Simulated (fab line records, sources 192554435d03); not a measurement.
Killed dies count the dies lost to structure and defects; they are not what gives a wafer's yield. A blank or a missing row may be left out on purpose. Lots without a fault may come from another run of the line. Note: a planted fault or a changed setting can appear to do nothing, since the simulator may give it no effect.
Lot-split experiment | flow n5_finfet | 21 wafers read from 7 lots, route of 1938 steps

== THE SPLIT ITSELF ==
At N5_BEOL_M1_PECVD_72 (deposits SiO2 from TEOS/O2, target thk 16 nm, time 18 s), the setting time_s was moved away from the recipe's 18 s on 6 of the 21 wafers read, by +4.2% to +14.0%. For the rest of the wafers, this setting stayed at what the recipe calls for.

The split's own step is where the reading is taken.

== THE READING ==
SiO2_of_BEOL_M1_PECVD_72.thk_nm (the simulator's own value, which no gauge read), in nm, at N5_BEOL_M1_PECVD_72 (deposits SiO2 from TEOS/O2, target thk 16 nm, time 18 s). No usual value for it is given in the file. The 15 wafers here that ran the recipe average 16.0 nm, standard deviation 0.17 nm.

wafer  | tool, chamber at the split | time_s as run, s | against the recipe | SiO2_of_BEOL_M1_PECVD_72.thk_nm, nm | against lot-mates on the recipe
L076.1 | pecvd-02, 0                | 20.52            | +14.0%             | 17.8                                | +2.0
L076.2 | pecvd-02, 1                | 18               | recipe             | 15.8                                | -
L076.6 | pecvd-02, 2                | 20.52            | +14.0%             | 18.6                                | +2.8
L080.1 | pecvd-01, 2                | 18               | recipe             | 16.2                                | -
L080.2 | pecvd-01, 0                | 18               | recipe             | 15.8                                | -
L080.4 | pecvd-01, 2                | 18               | recipe             | 16.4                                | -
L082.1 | pecvd-01, 0                | 18.84            | +4.7%              | 16.6                                | +0.7
L082.2 | pecvd-01, 2                | 18               | recipe             | 15.8                                | -
L082.6 | pecvd-01, 0                | 18               | recipe             | 16                                  | -
L084.2 | pecvd-01, 0                | 18               | recipe             | 15.8                                | -
L084.3 | pecvd-01, 2,1              | 20.02            | +11.2%             | 17.4                                | +1.6
L084.5 | pecvd-01, 2,1              | 20.02            | +11.2%             | 17.4                                | +1.6
L089.2 | pecvd-04, 0,0,1            | 18               | recipe             | 16                                  | -
L089.5 | pecvd-04, 0,0,1            | 18               | recipe             | 16                                  | -
L089.6 | pecvd-04, 0,0,1            | 18               | recipe             | 16                                  | -
L093.2 | pecvd-04, 1,0              | 18               | recipe             | 16                                  | -
L093.3 | pecvd-04, 1,0              | 18               | recipe             | 16                                  | -
L093.4 | pecvd-04, 0                | 18               | recipe             | 16.2                                | -
L095.4 | pecvd-04, 2                | 18               | recipe             | 16                                  | -
L095.5 | pecvd-04, 1                | 18               | recipe             | 16.2                                | -
L095.6 | pecvd-04, 0                | 18.75            | +4.2%              | 16.8                                | +0.7
When a row names more than one chamber, that row covers several wafers, and the file does not tell which wafer ran in which chamber.

THE FIT
A straight line over all 21 wafers: SiO2_of_BEOL_M1_PECVD_72.thk_nm changes by +0.144 nm for each +1% of time_s; r = +0.96; the points scatter about the line by 0.23 nm.
The same after taking each lot's own level away (the mean of its wafers on the recipe; 21 wafers): +0.16 nm for each +1%; r = +0.97; scatter 0.19 nm.
On that fit, the largest move of time_s shifts the reading by 2.2 nm.
From 15.80 to 16.13 nm: that is the span of the lots' own levels, equal to 2.0 times the standard deviation above.
Thus the slope moves with the lot-to-lot level: the two fits are different.
Check: with one of the wafers moved furthest among these (+14.0%) left out of the fit, the line predicts +2.34 nm for it against its lot-mates. It came out at +2 nm against them.

== THE OTHER SPLITS THESE WAFERS WENT THROUGH ==
Other splits were also applied to these wafers ahead of the reading. Each is held against what the fit with the lots' levels taken away leaves over:
other split on the same wafers   | wafers away from the commonest value | r with SiO2_of_BEOL_M1_PECVD_72.thk_nm (lot level and that fit taken away)
N5_BEOL_M0_SAQP_DESCUM_19 time_s | 8                                    | -0.10

== THE FILE'S OWN FIT ==
SiO2_of_BEOL_M1_PECVD_72.thk_nm changes by +0.16 nm for each +1% of time_s, r = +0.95.
